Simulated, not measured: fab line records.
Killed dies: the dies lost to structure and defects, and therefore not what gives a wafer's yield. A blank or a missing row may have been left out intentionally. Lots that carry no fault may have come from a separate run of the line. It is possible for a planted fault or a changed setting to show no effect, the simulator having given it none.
Chamber matching -- flow n5-finfet -- 4 sister chambers for N5_MOL_CONTACT_COAG_ETCH_59 on rie-diel-04
The step etches underlayer in N2/H2, target depth 13 nm, time 10.4 s. 8 wafers are shown with their chamber, then 10 later ones without.

== EACH WAFER AND ITS CHAMBER ==
wafer,chamber,drypump-motor-current-A (A),showerhead-plenum-p-Torr (Torr)
L077.3,2,5.7,2.50
L083.4,2,5.6,2.49
L086.3,0,6.7,2.64
L088.1,3,6.2,2.45
L088.3,1,5.9,2.60
L088.5,0,6.7,2.64
L089.4,1,5.9,2.60
L089.5,3,6.2,2.44

== WAFERS MISSING THEIR CHAMBER ==
wafer,drypump-motor-current-A (A),showerhead-plenum-p-Torr (Torr)
L089.6,6.7,2.64
L093.2,5.7,2.48
L093.4,6.2,2.44
L093.5,5.6,2.49
L096.1,5.7,2.48
L096.3,6.7,2.63
L096.4,6.7,2.63
L097.2,6.7,2.63
L097.5,6.2,2.44
L097.6,5.7,2.48

== CHAMBER TAKEN BY EACH ==
wafer,from the rows above,in truth
L089.6,0,0
L093.2,2,2
L093.4,3,3
L093.5,2,2
L096.1,2,2
L096.3,0,0
L096.4,0,0
L097.2,0,0
L097.5,3,3
L097.6,2,2
Correct placement for 10 of the 10. Can't be placed from these rows: 0. 0 placed wrongly.
How it was worked out, from the rows above alone: a wafer's distance from a chamber is the root of the sum, over the readings, of the square of ((its reading less the chamber's mean) divided by the reading's scatter). The wafer belongs to the nearest chamber; if the next one is less than 2 further off, it can't be placed. Each chamber's mean is taken over the wafers shown for it. How the scatter is found: for the shown wafers, subtract from each reading the mean of its chamber, square and add these, divide the total by (wafers less chambers), then take the root.
